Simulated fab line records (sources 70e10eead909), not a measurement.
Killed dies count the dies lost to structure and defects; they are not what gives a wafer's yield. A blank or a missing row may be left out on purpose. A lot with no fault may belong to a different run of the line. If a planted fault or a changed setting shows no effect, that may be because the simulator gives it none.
A sampling plan put to the test / flow nand harc / 25 faults told of in these records, all on one fab line, each judged by the records of the lots it struck
Plan = the line's own looks (route steps where a gauge or an inspection reads the wafer without altering it). Where struck wafers have a number at a look and the file lists that look's usual mean and standard deviation on fault-free wafers, the look can be judged. Caught: the struck wafers' mean, at a look after the fault's first step, is 4 or more of those standard deviations (sigma) away from the usual mean. On the tool: here the same test is run on the tool's own readings at the fault's steps. Another recipe on the struck wafers, or a record that is blank for them alone, also counts as caught.

THE FAULTS, as the simulator had put them in
1. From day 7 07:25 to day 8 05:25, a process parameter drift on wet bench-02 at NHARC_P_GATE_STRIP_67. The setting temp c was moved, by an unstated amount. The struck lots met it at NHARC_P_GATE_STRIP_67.
2. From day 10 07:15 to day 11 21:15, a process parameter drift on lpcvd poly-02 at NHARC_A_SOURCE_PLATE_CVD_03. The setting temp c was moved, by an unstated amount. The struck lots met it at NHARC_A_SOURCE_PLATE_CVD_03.
3. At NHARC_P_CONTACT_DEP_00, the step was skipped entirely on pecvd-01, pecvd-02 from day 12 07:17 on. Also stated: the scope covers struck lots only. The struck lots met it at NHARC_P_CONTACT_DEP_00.
4. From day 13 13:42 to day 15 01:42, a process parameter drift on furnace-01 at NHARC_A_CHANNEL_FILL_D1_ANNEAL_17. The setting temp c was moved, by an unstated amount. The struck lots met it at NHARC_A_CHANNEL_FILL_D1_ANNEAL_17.
5. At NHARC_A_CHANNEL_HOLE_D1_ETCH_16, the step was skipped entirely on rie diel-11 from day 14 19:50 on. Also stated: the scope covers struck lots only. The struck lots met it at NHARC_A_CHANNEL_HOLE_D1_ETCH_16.
6. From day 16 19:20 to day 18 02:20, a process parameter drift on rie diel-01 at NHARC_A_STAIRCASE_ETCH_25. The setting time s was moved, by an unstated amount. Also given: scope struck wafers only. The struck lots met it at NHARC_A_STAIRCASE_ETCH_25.
7. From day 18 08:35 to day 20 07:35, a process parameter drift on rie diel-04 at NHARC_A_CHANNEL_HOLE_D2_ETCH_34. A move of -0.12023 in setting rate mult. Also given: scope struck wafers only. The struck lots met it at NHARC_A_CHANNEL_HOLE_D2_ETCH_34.
8. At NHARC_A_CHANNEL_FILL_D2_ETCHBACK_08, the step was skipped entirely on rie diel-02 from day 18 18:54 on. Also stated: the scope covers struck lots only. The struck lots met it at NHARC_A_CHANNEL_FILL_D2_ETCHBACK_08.
9. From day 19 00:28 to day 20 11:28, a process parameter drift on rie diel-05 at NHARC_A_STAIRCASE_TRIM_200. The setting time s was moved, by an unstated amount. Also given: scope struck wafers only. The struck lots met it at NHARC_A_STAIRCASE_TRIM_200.
10. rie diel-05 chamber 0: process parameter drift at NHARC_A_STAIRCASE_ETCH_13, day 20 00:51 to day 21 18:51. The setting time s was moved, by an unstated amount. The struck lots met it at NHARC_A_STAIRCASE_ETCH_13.
11. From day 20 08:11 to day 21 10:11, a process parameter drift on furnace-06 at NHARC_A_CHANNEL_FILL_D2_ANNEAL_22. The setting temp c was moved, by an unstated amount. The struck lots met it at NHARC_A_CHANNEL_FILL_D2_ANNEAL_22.
12. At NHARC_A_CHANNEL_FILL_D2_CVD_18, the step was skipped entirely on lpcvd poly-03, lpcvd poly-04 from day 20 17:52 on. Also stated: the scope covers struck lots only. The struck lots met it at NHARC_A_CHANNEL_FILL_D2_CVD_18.
13. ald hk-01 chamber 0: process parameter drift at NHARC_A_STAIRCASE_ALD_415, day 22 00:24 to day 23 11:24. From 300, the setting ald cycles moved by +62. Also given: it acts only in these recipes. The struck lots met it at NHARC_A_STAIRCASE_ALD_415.
14. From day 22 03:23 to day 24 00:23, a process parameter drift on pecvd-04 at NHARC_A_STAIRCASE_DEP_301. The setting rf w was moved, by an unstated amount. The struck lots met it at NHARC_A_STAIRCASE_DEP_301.
15. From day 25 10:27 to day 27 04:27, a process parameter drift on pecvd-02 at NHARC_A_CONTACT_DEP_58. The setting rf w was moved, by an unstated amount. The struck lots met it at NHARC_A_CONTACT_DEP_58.
16. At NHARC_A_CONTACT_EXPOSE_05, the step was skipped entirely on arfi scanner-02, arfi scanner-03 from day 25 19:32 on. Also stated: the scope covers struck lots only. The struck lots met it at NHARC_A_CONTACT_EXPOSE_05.
17. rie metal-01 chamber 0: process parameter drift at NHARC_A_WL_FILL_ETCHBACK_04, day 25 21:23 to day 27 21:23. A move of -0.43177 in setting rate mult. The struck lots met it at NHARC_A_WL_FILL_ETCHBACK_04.
18. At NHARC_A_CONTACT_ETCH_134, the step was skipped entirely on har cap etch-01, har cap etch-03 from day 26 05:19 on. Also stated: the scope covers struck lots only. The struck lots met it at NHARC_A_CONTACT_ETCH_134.
19. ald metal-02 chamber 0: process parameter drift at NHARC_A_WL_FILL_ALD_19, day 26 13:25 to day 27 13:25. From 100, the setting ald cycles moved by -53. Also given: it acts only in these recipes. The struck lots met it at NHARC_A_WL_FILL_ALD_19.
20. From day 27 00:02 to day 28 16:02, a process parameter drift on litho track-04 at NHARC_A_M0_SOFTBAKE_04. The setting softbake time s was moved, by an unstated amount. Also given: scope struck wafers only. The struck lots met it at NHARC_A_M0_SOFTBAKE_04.
21. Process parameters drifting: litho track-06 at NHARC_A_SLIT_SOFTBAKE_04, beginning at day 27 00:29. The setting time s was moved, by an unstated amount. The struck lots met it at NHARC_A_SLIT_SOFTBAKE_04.
22. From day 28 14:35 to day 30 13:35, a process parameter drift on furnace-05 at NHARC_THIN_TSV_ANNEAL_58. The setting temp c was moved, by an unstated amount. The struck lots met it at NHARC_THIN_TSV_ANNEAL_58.
23. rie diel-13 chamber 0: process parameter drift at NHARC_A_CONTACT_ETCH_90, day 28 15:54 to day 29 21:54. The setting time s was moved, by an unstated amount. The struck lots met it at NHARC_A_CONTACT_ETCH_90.
24. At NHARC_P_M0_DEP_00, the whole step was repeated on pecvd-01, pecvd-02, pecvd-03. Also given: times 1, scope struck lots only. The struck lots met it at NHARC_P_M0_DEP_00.
25. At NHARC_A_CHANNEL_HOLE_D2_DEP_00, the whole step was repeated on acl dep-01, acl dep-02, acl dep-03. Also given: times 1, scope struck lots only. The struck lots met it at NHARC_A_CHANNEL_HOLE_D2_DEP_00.

WHAT THE PLAN SAW
fault=1; on the tool itself=temp c -38 sigma; first look that catches it=none of the 2 looks that can be judged after it; reading, sigma=-; median hours from its first step to that look=-; hours from the fault's start to the first struck lot there=-; judged looks passed uncaught=2
fault=2; on the tool itself=tube center temp C -99 or beyond sigma; first look that catches it=NHARC_A_SOURCE_PLATE_THK_MEAS_06; reading, sigma=thk nm -22; median hours from its first step to that look=10.4; hours from the fault's start to the first struck lot there=32; judged looks passed uncaught=0
fault=3; on the tool itself=the tool's record is blank for the struck wafers; first look that catches it=no look after it can be judged; reading, sigma=-; median hours from its first step to that look=-; hours from the fault's start to the first struck lot there=-; judged looks passed uncaught=0
fault=4; on the tool itself=tube center temp C -99 or beyond sigma; first look that catches it=not the one look that can be judged after it; reading, sigma=-; median hours from its first step to that look=-; hours from the fault's start to the first struck lot there=-; judged looks passed uncaught=1
fault=5; on the tool itself=the tool's record is blank for the struck wafers; first look that catches it=no look after it can be judged; reading, sigma=-; median hours from its first step to that look=-; hours from the fault's start to the first struck lot there=-; judged looks passed uncaught=0
fault=6; on the tool itself=run length s -30 sigma; first look that catches it=no look after it can be judged; reading, sigma=-; median hours from its first step to that look=-; hours from the fault's start to the first struck lot there=-; judged looks passed uncaught=0
fault=7; on the tool itself=oes product au -4.6 sigma; first look that catches it=no look after it can be judged; reading, sigma=-; median hours from its first step to that look=-; hours from the fault's start to the first struck lot there=-; judged looks passed uncaught=0
fault=8; on the tool itself=the tool's record is blank for the struck wafers; first look that catches it=no look after it can be judged; reading, sigma=-; median hours from its first step to that look=-; hours from the fault's start to the first struck lot there=-; judged looks passed uncaught=0
fault=9; on the tool itself=run length s +81 sigma; first look that catches it=not the one look that can be judged after it; reading, sigma=-; median hours from its first step to that look=-; hours from the fault's start to the first struck lot there=-; judged looks passed uncaught=1
fault=10; on the tool itself=run length s -26 sigma; first look that catches it=no look after it can be judged; reading, sigma=-; median hours from its first step to that look=-; hours from the fault's start to the first struck lot there=-; judged looks passed uncaught=0
fault=11; on the tool itself=tube center temp C +99 or beyond sigma; first look that catches it=not the one look that can be judged after it; reading, sigma=-; median hours from its first step to that look=-; hours from the fault's start to the first struck lot there=-; judged looks passed uncaught=1
fault=12; on the tool itself=the tool's record is blank for the struck wafers; first look that catches it=no look after it can be judged; reading, sigma=-; median hours from its first step to that look=-; hours from the fault's start to the first struck lot there=-; judged looks passed uncaught=0
fault=13; on the tool itself=under 2 sigma; first look that catches it=no look after it can be judged; reading, sigma=-; median hours from its first step to that look=-; hours from the fault's start to the first struck lot there=-; judged looks passed uncaught=0
fault=14; on the tool itself=rf fwd power W +99 or beyond sigma; first look that catches it=no look after it can be judged; reading, sigma=-; median hours from its first step to that look=-; hours from the fault's start to the first struck lot there=-; judged looks passed uncaught=0
fault=15; on the tool itself=rf fwd power W +50 sigma; first look that catches it=no look after it can be judged; reading, sigma=-; median hours from its first step to that look=-; hours from the fault's start to the first struck lot there=-; judged looks passed uncaught=0
fault=16; on the tool itself=no reading that can be judged; first look that catches it=no look after it can be judged; reading, sigma=-; median hours from its first step to that look=-; hours from the fault's start to the first struck lot there=-; judged looks passed uncaught=0
fault=17; on the tool itself=oes product au -41 sigma; first look that catches it=no look after it can be judged; reading, sigma=-; median hours from its first step to that look=-; hours from the fault's start to the first struck lot there=-; judged looks passed uncaught=0
fault=18; on the tool itself=the tool's record is blank for the struck wafers; first look that catches it=no look after it can be judged; reading, sigma=-; median hours from its first step to that look=-; hours from the fault's start to the first struck lot there=-; judged looks passed uncaught=0
fault=19; on the tool itself=under 2 sigma; first look that catches it=no look after it can be judged; reading, sigma=-; median hours from its first step to that look=-; hours from the fault's start to the first struck lot there=-; judged looks passed uncaught=0
fault=20; on the tool itself=heater power total W +99 or beyond sigma; first look that catches it=not the one look that can be judged after it; reading, sigma=-; median hours from its first step to that look=-; hours from the fault's start to the first struck lot there=-; judged looks passed uncaught=1
fault=21; on the tool itself=heater power total W +99 or beyond sigma; first look that catches it=not the one look that can be judged after it; reading, sigma=-; median hours from its first step to that look=-; hours from the fault's start to the first struck lot there=-; judged looks passed uncaught=1
fault=22; on the tool itself=spike tc top C +22 sigma; first look that catches it=not the one look that can be judged after it; reading, sigma=-; median hours from its first step to that look=-; hours from the fault's start to the first struck lot there=-; judged looks passed uncaught=1
fault=23; on the tool itself=run length s -90 sigma; first look that catches it=no look after it can be judged; reading, sigma=-; median hours from its first step to that look=-; hours from the fault's start to the first struck lot there=-; judged looks passed uncaught=0
fault=24; on the tool itself=no reading that can be judged; first look that catches it=not the one look that can be judged after it; reading, sigma=-; median hours from its first step to that look=-; hours from the fault's start to the first struck lot there=-; judged looks passed uncaught=1
fault=25; on the tool itself=under 2 sigma; first look that catches it=not the one look that can be judged after it; reading, sigma=-; median hours from its first step to that look=-; hours from the fault's start to the first struck lot there=-; judged looks passed uncaught=1
Dash: fault not caught, or number not given in these records.

Caught at a look: 1 of 25. Caught on the tool: 20 of 25. By one or the other: 20 of 25.
Caught on the tool alone: faults 1, 3, 4, 5, 6, 7, 8, 9, 10, 11, 12, 14, 15, 17, 18, 20, 21, 22, 23.
Caught by neither: faults 13, 16, 19, 24, 25.

THINNER SAMPLING
In the worst case, this is how late the first struck lot would be measured if the look that catches a fault measured only every second or every third lot, by lot number:
fault=2; struck lots at that look, in order of time=L841, L842; every lot=32 h; every second lot=43 h; every third lot=may miss all 2
Hours count from the start of the fault until the first struck lot that is measured. Since the struck wafers were tested as one group against 4 sigma, a single lot by itself may lie under the limit. Other struck lots may not be in these records.

THE LONGEST TIMED WAY FROM STEP TO LOOK
Fault 2: the median time between NHARC_A_SOURCE_PLATE_CVD_03 and NHARC_A_SOURCE_PLATE_THK_MEAS_06 is 10.4 hours. No look between them can be judged.
